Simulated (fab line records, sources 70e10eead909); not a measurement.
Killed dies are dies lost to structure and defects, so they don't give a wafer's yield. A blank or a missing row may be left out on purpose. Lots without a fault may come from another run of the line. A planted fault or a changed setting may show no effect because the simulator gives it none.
Chamber matching | flow nand_harc | NHARC_A_CONTACT_ETCH_90 on rie_diel-02: 4 sister chambers
The step etches the open film in CH3F/O2, target depth 40 nm, time 85.7 s. 14 wafers are shown with their chamber, then 7 later ones without.

WAFERS WITH THEIR CHAMBER
wafer  | chamber | drypump_motor_current_A (A) | ch3f_flow_sccm (sccm) | rf_vpp_V (V)
L495.2 | 3       | 5.7                         | 49.90                 | 243.0
L495.4 | 1       | 5.3                         | 50.14                 | 243.2
L495.5 | 2       | 5.3                         | 50.15                 | 245.0
L497.1 | 0       | 4.7                         | 49.71                 | 245.6
L497.2 | 1       | 5.3                         | 49.96                 | 243.1
L497.4 | 3       | 5.7                         | 50.15                 | 241.7
L496.2 | 1       | 5.4                         | 50.03                 | 245.7
L496.5 | 3       | 5.7                         | 50.18                 | 243.1
L496.6 | 2       | 5.3                         | 50.18                 | 243.4
L499.1 | 2       | 5.4                         | 50.21                 | 245.2
L499.4 | 1       | 5.4                         | 49.69                 | 242.5
L499.5 | 3       | 5.7                         | 49.75                 | 243.3
L504.3 | 3       | 5.7                         | 50.08                 | 243.0
L504.5 | 0       | 4.7                         | 49.85                 | 244.7

SIGNATURES (means of the wafers above)
reading                 | chamber 0 | chamber 1 | chamber 2 | chamber 3 | scatter within a chamber
drypump_motor_current_A | 4.700     | 5.350     | 5.333     | 5.700     | 0.0408
ch3f_flow_sccm          | 49.7800   | 49.9550   | 50.1800   | 50.0120   | 0.16
rf_vpp_V                | 245.150   | 243.625   | 244.533   | 242.820   | 1
Rule: a wafer's distance from a chamber is the root of the sum, over the readings, of the square of ((its reading less the chamber's mean) divided by the reading's scatter). The wafer belongs to the nearest chamber; if the next one is less than 2 further off, it can't be placed. The scatter: the root of (the sum of the squares of (reading less its chamber's mean) over the shown wafers, divided by (wafers less chambers)).

WAFERS WITHOUT THEIR CHAMBER
wafer  | drypump_motor_current_A (A) | ch3f_flow_sccm (sccm) | rf_vpp_V (V)
L504.6 | 5.7                         | 50.32                 | 243.0
L501.4 | 5.3                         | 50.00                 | 245.0
L501.5 | 5.7                         | 50.14                 | 242.6
L501.6 | 4.7                         | 49.97                 | 245.0
L513.1 | 4.7                         | 49.97                 | 244.8
L513.5 | 4.7                         | 50.20                 | 243.7
L513.6 | 5.7                         | 50.11                 | 245.0

WHICH CHAMBER EACH WENT THROUGH
wafer  | from the rows above     | in truth
L504.6 | 3                       | 3
L501.4 | can't be placed: 2 or 1 | 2
L501.5 | 3                       | 3
L501.6 | 0                       | 0
L513.1 | 0                       | 0
L513.5 | 0                       | 0
L513.6 | 3                       | 3
Placed correctly: 6 of 7. Can't be placed from these rows: 1 (the true chamber is among the candidates in 1). Placed wrongly: 0.
